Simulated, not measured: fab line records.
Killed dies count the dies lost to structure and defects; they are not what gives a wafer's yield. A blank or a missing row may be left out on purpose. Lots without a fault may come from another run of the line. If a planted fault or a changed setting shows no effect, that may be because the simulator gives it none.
What tool caused it? ; flow nand-harc ; 30 wafers from 10 lots sampled at 6 of the route's 1302 steps

WHAT THE GAUGES SHOWED, per wafer
NHARC_A_CHANNEL_HOLE_D1_INSPECT_40. Usual: raw-defect-count 72, standard deviation 26.
lot;measured;on;raw-defect-count;flag
L391;day 9 07:48;defect-inspect-01;46 36 34;
L394;day 10 16:20;defect-inspect-01;39 52 37;
L395;day 10 22:00;defect-inspect-01;113 118 85;
L398;day 12 00:13;defect-inspect-01;43 43 38;
L399;day 12 13:53;defect-inspect-01;102 106 83;
L405;day 14 18:28;defect-inspect-02;818 850 857 810 844 867;OFF
L407;day 16 00:05;defect-inspect-02;860 848 892 856 835 903;OFF
L410;day 17 15:46;defect-inspect-02;33 31 54;
L413;day 18 00:32;defect-inspect-01;33 37 36;
L412;day 18 02:28;defect-inspect-01;63 59 68;

NHARC_END_SORT_01. Usual: killed-at-array 59, standard deviation 20; killed-at-other 0.8, standard deviation 1; killed-at-periphery 3.2, standard deviation 2.1; killed-dies 63, standard deviation 21; killed-open 3.0, standard deviation 1.9; killed-short 2.3, standard deviation 1.5.
lot;measured;on;killed-at-array;killed-at-other;killed-at-periphery;killed-dies;killed-open;killed-short;flag
L398;day 27 13:31;prober-02;74 74 75;0 0 0;4 2 6;78 76 81;3 3 2;0 1 4;
L399;day 28 15:27;prober-02;78 84 72;3 0 1;4 1 4;85 85 77;4 2 5;2 2 7;
L405;day 30 14:04;prober-01;116 109 109;0 0 0;3 2 2;119 111 111;4 3 4;2 2 0;
L407;day 31 09:19;prober-01;118 130 132;0 1 0;3 1 1;121 132 133;1 3 3;2 1 1;OFF

WHICH TOOL RAN EACH LOT (tool, then ch and the chambers of the sampled wafers, then the start)
lot;NHARC_A_CHANNEL_HOLE_D1_DESCUM_15;NHARC_A_CHANNEL_HOLE_D1_ETCH_24;NHARC_A_CHANNEL_HOLE_D1_ETCH_44;NHARC_A_CHANNEL_HOLE_D1_STRIP_27
L391;rie-diel-09 ch 0,1,2, day 9 00:50;har-etch-01 ch 0,1, day 9 04:12;rie-diel-09 ch 0,1,3, day 9 06:50;rie-diel-09 ch 1,2,3, day 9 07:48 or earlier
L394;rie-diel-10 ch 0,1,2, day 10 09:23;har-etch-01 ch 0,1, day 10 12:46;rie-diel-09 ch 1,2, day 10 15:22;rie-diel-09 ch 0,1,2, day 10 16:20 or earlier
L395;rie-diel-09 ch 1,2,3, day 10 10:49;har-etch-02 ch 0, day 10 16:39;rie-diel-09 ch 0,3, day 10 21:01;rie-diel-09 ch 1,2,3, day 10 22:00 or earlier
L398;rie-diel-07 ch 0,2,3, day 11 17:19;har-etch-01 ch 0,1, day 11 20:39;rie-diel-09 ch 0,1,2, day 11 23:14;rie-diel-09 ch 0,2,3, day 12 00:13 or earlier
L399;rie-diel-09 ch 2,3, day 12 07:00;har-etch-02 ch 0,1, day 12 10:26;rie-diel-09 ch 2,3, day 12 12:54;rie-diel-09 ch 1,2,3, day 12 13:53 or earlier
L405;rie-diel-07 ch 0,1,3, day 14 11:16;har-etch-01 ch 0,1, day 14 14:44;rie-diel-10 ch 1,2,3, day 14 17:29;rie-diel-10 ch 0,1,3, day 14 18:28 or earlier
L407;rie-diel-09 ch 1,2, day 15 16:19;har-etch-01 ch 0,1, day 15 20:38;rie-diel-09 ch 0,1,3, day 15 23:07;rie-diel-09 ch 0,1,3, day 16 00:05 or earlier
L410;rie-diel-09 ch 2,3, day 17 03:04;har-etch-02 ch 0,1, day 17 12:14;rie-diel-09 ch 1,2,3, day 17 14:47;rie-diel-09 ch 0,3, day 17 15:46 or earlier
L413;rie-diel-09 ch 0,1, day 17 17:39;har-etch-02 ch 0, day 17 21:05;rie-diel-09 ch 0,1,3, day 17 23:34;rie-diel-09 ch 0,1,3, day 18 00:32 or earlier
L412;rie-diel-07 ch 0,2,3, day 17 18:28;har-etch-01 ch 1, day 17 22:54;rie-diel-09 ch 0,1,3, day 18 01:29;rie-diel-09 ch 0,2, day 18 02:28 or earlier
- NHARC_A_CHANNEL_HOLE_D1_DESCUM_15: chemistry O2, time 3 s.
- NHARC_A_CHANNEL_HOLE_D1_ETCH_24: etches the open film in C4F8/O2/Ar, time 906.2 s, target depth 1500 nm.
- NHARC_A_CHANNEL_HOLE_D1_ETCH_44: etches the open film in CF4/O2, target depth 140 nm, overetch 14 nm, time 77 s.
- NHARC_A_CHANNEL_HOLE_D1_STRIP_27: strips in O2.

WHAT THE TOOLS THEMSELVES READ (means of the sampled wafers that have a number; where no wafer has one, the mark that the record gives instead)
NHARC_A_CHANNEL_HOLE_D1_DESCUM_15. Usual: drypump-motor-current-A 5.7 A, standard deviation 0.47; oes-product-au 1.003 a.u., standard deviation 0.011; rf-vpp-V 57.9 V, standard deviation 0.88; showerhead-plenum-p-Torr 1.94 Torr, standard deviation 0.1; throttle-valve-pct 11.311 %, standard deviation 0.0085.
lot;tool;drypump-motor-current-A (A);oes-product-au (a.u.);rf-vpp-V (V);showerhead-plenum-p-Torr (Torr);throttle-valve-pct (%);flag
L391;rie-diel-09;5.5;1.004;57.3;1.95;11.307;
L394;rie-diel-10;6.0;0.991;57.6;1.85;11.308;
L395;rie-diel-09;5.7;0.999;57.2;1.93;11.303;
L398;rie-diel-07;6.0;1.001;57.6;1.88;11.303;
L399;rie-diel-09;5.4;1.003;58.1;2.00;11.311;
L405;rie-diel-07;6.0;0.998;57.8;1.92;11.316;
L407;rie-diel-09;5.8;1.010;57.8;1.85;11.307;
L410;rie-diel-09;5.7;1.018;57.9;1.99;11.312;
L413;rie-diel-09;5.6;1.002;57.2;1.96;11.309;
L412;rie-diel-07;5.9;0.999;57.3;1.86;11.316;

NHARC_A_CHANNEL_HOLE_D1_ETCH_24. Usual: drypump-motor-current-A 5.83 A, standard deviation 0.18; showerhead-plenum-p-Torr 3.58 Torr, standard deviation 0.15; throttle-valve-pct 32.235 %, standard deviation 0.0092.
lot;tool;drypump-motor-current-A (A);showerhead-plenum-p-Torr (Torr);throttle-valve-pct (%);flag
L391;har-etch-01;5.78;3.57;32.241;
L394;har-etch-01;5.77;3.56;32.226;
L395;har-etch-02;5.70;3.59;32.245;
L398;har-etch-01;5.93;3.52;32.241;
L399;har-etch-02;5.80;3.51;32.225;
L405;har-etch-01;5.78;3.53;32.237;
L407;har-etch-01;5.91;3.49;32.231;
L410;har-etch-02;5.90;3.92;32.233;
L413;har-etch-02;5.69;3.92;32.241;
L412;har-etch-01;5.64;3.52;32.236;

NHARC_A_CHANNEL_HOLE_D1_ETCH_44. Usual: drypump-motor-current-A 5.7 A, standard deviation 0.42; oes-product-au 1.009 a.u., standard deviation 0.01; rf-fwd-power-W 298.0 W, standard deviation 1.1; rf-vpp-V 198.2 V, standard deviation 1.6; showerhead-plenum-p-Torr 1.36 Torr, standard deviation 0.07; throttle-valve-pct 13.397 %, standard deviation 0.0098.
lot;tool;drypump-motor-current-A (A);oes-product-au (a.u.);rf-fwd-power-W (W);rf-vpp-V (V);showerhead-plenum-p-Torr (Torr);throttle-valve-pct (%);flag
L391;rie-diel-09;5.8;1.020;297.8;198.2;1.36;13.397;
L394;rie-diel-09;5.4;1.001;297.8;197.6;1.34;13.392;
L395;rie-diel-09;5.6;1.013;296.2;198.8;1.42;13.400;
L398;rie-diel-09;5.5;1.012;298.6;198.4;1.36;13.400;
L399;rie-diel-09;5.7;1.013;298.1;199.9;1.39;13.397;
L405;rie-diel-10;5.8;0.996;297.1;197.4;1.36;13.395;
L407;rie-diel-09;5.8;1.010;297.8;198.1;1.35;13.411;
L410;rie-diel-09;5.7;1.016;298.7;198.5;1.34;13.392;
L413;rie-diel-09;5.8;1.014;297.8;198.0;1.35;13.408;
L412;rie-diel-09;5.8;1.005;298.1;198.0;1.35;13.386;

NHARC_A_CHANNEL_HOLE_D1_STRIP_27. Usual: drypump-motor-current-A 5.7 A, standard deviation 0.42; oes-product-au 1.009 a.u., standard deviation 0.0099; rf-vpp-V 57.9 V, standard deviation 0.92; showerhead-plenum-p-Torr 3.59 Torr, standard deviation 0.19; throttle-valve-pct 17.037 %, standard deviation 0.009.
lot;tool;drypump-motor-current-A (A);oes-product-au (a.u.);rf-vpp-V (V);showerhead-plenum-p-Torr (Torr);throttle-valve-pct (%);flag
L391;rie-diel-09;5.7;1.018;57.6;3.55;17.034;
L394;rie-diel-09;5.5;1.011;58.2;3.58;17.032;
L395;rie-diel-09;5.7;1.011;58.0;3.55;17.042;
L398;rie-diel-09;5.5;1.011;59.0;3.70;17.040;
L399;rie-diel-09;5.7;1.017;57.4;3.55;17.035;
L405;rie-diel-10;5.6;0.991;58.0;3.51;17.033;
L407;rie-diel-09;5.9;1.008;57.3;3.58;17.028;
L410;rie-diel-09;5.8;1.016;58.7;3.70;17.047;
L413;rie-diel-09;5.8;1.012;57.6;3.57;17.032;
L412;rie-diel-09;5.2;1.009;58.4;3.70;17.040;

THE ANSWER, worked out from the rows above alone
Rule: a lot is off if the mean of its wafers that have a number lies more than 3 standard deviations from the usual mean. A lot without any number at a reading at which 4 lots or more have one is off too. The other lots that the step has rows for count as sound. First the gauges in route order, then the tools' own readings, where a lot's mean is used as printed above. At the first step where some lot is off, the reading lying furthest off is the one used; lots without a number count as furthest.
Off: L405, L407 (NHARC_A_CHANNEL_HOLE_D1_INSPECT_40, raw-defect-count).
If a tool, at a process step before that reading, ran all the lots that are off and no sound lot after the first of them, it fits. The gauges at NHARC_A_CHANNEL_HOLE_D1_INSPECT_40 are tried like those tools. NHARC_A_CHANNEL_HOLE_D1_STRIP_27 gives no start for some lots, so the hours and the order of its lots are those of NHARC_A_CHANNEL_HOLE_D1_INSPECT_40. Of those tried, none fits.

WHAT THE SIMULATOR PUT IN
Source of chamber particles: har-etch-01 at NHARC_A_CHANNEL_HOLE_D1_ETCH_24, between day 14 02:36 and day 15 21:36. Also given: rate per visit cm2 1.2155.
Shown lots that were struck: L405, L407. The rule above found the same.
